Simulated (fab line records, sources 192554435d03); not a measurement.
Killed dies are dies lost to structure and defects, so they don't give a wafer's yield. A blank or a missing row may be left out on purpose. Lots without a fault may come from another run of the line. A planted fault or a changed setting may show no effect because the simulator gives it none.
A struck lot beside a sound one | flow n5_finfet | 37 steps out of a route of 1938
Sound: wafers L835.3, L835.4, L835.5. Struck: wafers L844.2, L844.4, L844.5. The cause comes at the end.
At each step with rows: each side's tool, then ch and its chambers, then its first start. Under that, the readings that differ: sound wafers | struck wafers | difference of the means | sigmas: that difference in standard deviations of wafers without a fault.
alike: readings whose means differ by less than 2 such deviations, and words and numbers that are the same on both sides. not compared: withheld readings, readings that some wafer has no value for, bounds like >300 that may hide the same value, and numbers for which the record gives no deviation and whose values overlap.
The two part at a step that has a row with sigmas, a row that says differs or no value, or rows on one side only. Numbers that don't overlap but have no deviation are shown without sigmas and don't part them. A reading that every wafer of one side lacks parts them only if that side has two wafers or more.

N5_BEOL_M2_ANNEAL_51: time 90 s.
  sound on rtp_anneal-01 ch 0, day 7 01:38; struck on rtp_anneal-02 ch 0, day 9 16:20
  alike: wafer_temp_C_max
N5_BEOL_M2_CMP_52: polishes, stops on SiOC, t overpolish 6.8 s, target thk 40 nm.
  sound on cmp-02 ch 1,3, day 7 01:51; struck on cmp-01 ch 0,3, day 9 16:35
  alike: barrier_field_endpoint_s, motor_current_A, overpolish_run_s, slurry_flow_ml_min, time_to_endpoint_s
  not compared: pad_life_wafers
N5_BEOL_M2_THK_MEAS_53: measures by xrf.
  sound on film_metro-01, day 7 02:09; struck on film_metro-02, day 9 16:53
  alike: M2_THK
then, 1 step without rows for these wafers: N5_BEOL_M2_PRE_CLEAN_60 (time 15 s).
N5_BEOL_M2_CO_CAP_55: material Co, precursor CCTBA/H2, target thk 2 nm, time 102.1 s.
  sound on cvd_co-01 ch 0,1,2, day 7 02:18; struck on cvd_co-01 ch 0,2, day 9 16:58
  alike: heater_power_w
then, 2 steps without rows for these wafers: N5_BEOL_M2_PRE_CLEAN_56 (time 15 s); N5_BEOL_M2_DEP_57 (deposits SiCN from 3MS/NH3, target thk 8 nm, time 14 s).
N5_BEOL_M2_RS_MEAS_58: measures by four-point-probe.
  sound on film_metro-02, day 7 02:31; struck on film_metro-01, day 9 17:11
  alike: M2_RS
N5_BEOL_M2_INSPECT_59: inspects for defects (darkfield).
  sound on defect_inspect-02, day 7 02:32; struck on defect_inspect-01, day 9 17:12
  alike: raw_defect_count
then, 1 step without rows for these wafers: N5_BEOL_M3_ILD_DEP_00 (deposits SiOC from DEMS/O2, target thk 79 nm, time 15.3 s).
N5_BEOL_M3_THK_MEAS_01:
  sound on film_metro-02, day 7 02:39; struck on film_metro-02, day 9 17:23
  alike: M3_ILD_THK
then, 1 step without rows for these wafers: N5_BEOL_M3_PECVD_72 (deposits SiO2 from TEOS/O2, target thk 16 nm, time 18 s).
N5_BEOL_M3_HM_DEP_02: deposits TiN, target thk 20 nm.
  sound on pvd_sputter-01, day 7 04:47; struck on pvd_sputter-03, day 9 19:07
  no value came back on the struck wafers for chamber_pressure_pa (Pa), substrate_temp_c (C), throttle_valve_pct (%); on the sound wafers chamber_pressure_pa (Pa) reads 0.5002 0.4992 0.5003
then, 9 steps without rows for these wafers: N5_BEOL_M3_COAT_61 (time 60 s, resist thk 60 nm); N5_BEOL_M3_COAT_62 (time 60 s, resist thk 12 nm); N5_BEOL_M3_COAT_73 (time 60 s, resist thk 5 nm); N5_BEOL_M3_COAT_05 (resist thk 30 nm); N5_BEOL_M3_EBR_07; N5_BEOL_M3_SOFTBAKE_06 (time 60 s); N5_BEOL_M3_EXPOSE_08 (exposes mask M3); N5_BEOL_M3_PEB_09 (peb time 60 s); N5_BEOL_M3_DEVELOP_10 (develop time 30 s).
N5_BEOL_M3_CD_MEAS_11: target cd 17.05 nm.
  sound on cd_sem-03 ch 0, day 7 05:10; struck on cd_sem-03 ch 0, day 9 19:31
  alike: cd_nm
N5_BEOL_M3_OVL_MEAS_12:
  sound on overlay-02 ch 0, day 7 05:13; struck on overlay-01 ch 0, day 9 19:32
  alike: M3_OVL
N5_BEOL_M3_INSPECT_13: inspects for defects (brightfield).
  sound on defect_inspect-02, day 7 05:16; struck on defect_inspect-01, day 9 19:35
  alike: raw_defect_count
then, 1 step without rows for these wafers: N5_BEOL_M3_DESCUM_16 (chemistry O2, time 7 s).
N5_BEOL_M3_ETCH_74: etches underlayer in N2/H2, target depth 6.5 nm, time 5.2 s.
  sound on rie_diel-02 ch 0,1,3, day 7 05:19; struck on rie_diel-01 ch 0,3, day 9 19:40
  alike: drypump_motor_current_A, etch_rf_on_time_s, n2_flow_sccm, oes_product_au, rf_vpp_V, showerhead_plenum_p_Torr, throttle_valve_pct
  not compared: rf_hours_counter_h
then, 4 steps without rows for these wafers: N5_BEOL_M3_ETCH_63 (etches SiARC in CF4, target depth 15.6 nm, time 26 s); N5_BEOL_M3_ETCH_64 (etches SOC in N2/H2, target depth 75 nm, overetch 15 nm, time 112.5 s); N5_BEOL_M3_STRIP_65 (strips in N2/H2); N5_BEOL_M3_STRIP_75 (strips in N2/H2).
N5_BEOL_M3_STRIP_66: strips in CF4.
  sound on rie_diel-02 ch 0,1,3, day 7 05:30; struck on rie_diel-01 ch 0,3, day 9 19:50
  alike: bias_power_w, drypump_motor_current_A, oes_product_au, power_w, rf_vpp_V, showerhead_plenum_p_Torr, throttle_valve_pct
  not compared: rf_hours_counter_h
N5_BEOL_M3_HM_OPEN_17: chemistry Cl2/BCl3, target TiN, target depth 20 nm, overetch 6 nm.
  sound on rie_metal-03 ch 0,1, day 7 05:34; struck on rie_metal-02 ch 0, day 9 19:54
  reading                  | sound             | struck         | difference | sigmas
  oes_product_au (a.u.)    | 0.78 0.64 0.64    | 0.34 0.33 0.34 | -0.35      | -4
  model.etch.depth_nm (nm) | 19.82 19.86 19.84 | 0 0 0          | -20        |
  alike: drypump_motor_current_A, throttle_valve_pct
  not compared: rf_hours_counter_h
then, 1 step without rows for these wafers: N5_BEOL_M3_STRIP_19 (strips in O2).
N5_BEOL_M3_CD_MEAS_18: pitch 36 nm, target cd 18 nm.
  sound on cd_sem-02, day 7 05:49; struck on cd_sem-03, day 9 20:19
  reading    | sound          | struck | difference                    | sigmas
  cd_nm (nm) | 17.1 16.6 17.7 | - - -  | no value on the struck wafers |
then, 1 step without rows for these wafers: N5_BEOL_M3_COAT_67 (time 60 s, resist thk 60 nm).
N5_BEOL_M4_RC_MEAS_101:
  the record has rows for the sound wafers here (prober-01 ch 0, day 8 08:31) and none for the struck ones

WHERE THEY PART
First at N5_BEOL_M3_HM_DEP_02; last, within this record, at N5_BEOL_M4_RC_MEAS_101.

WHY: what the simulator had put in
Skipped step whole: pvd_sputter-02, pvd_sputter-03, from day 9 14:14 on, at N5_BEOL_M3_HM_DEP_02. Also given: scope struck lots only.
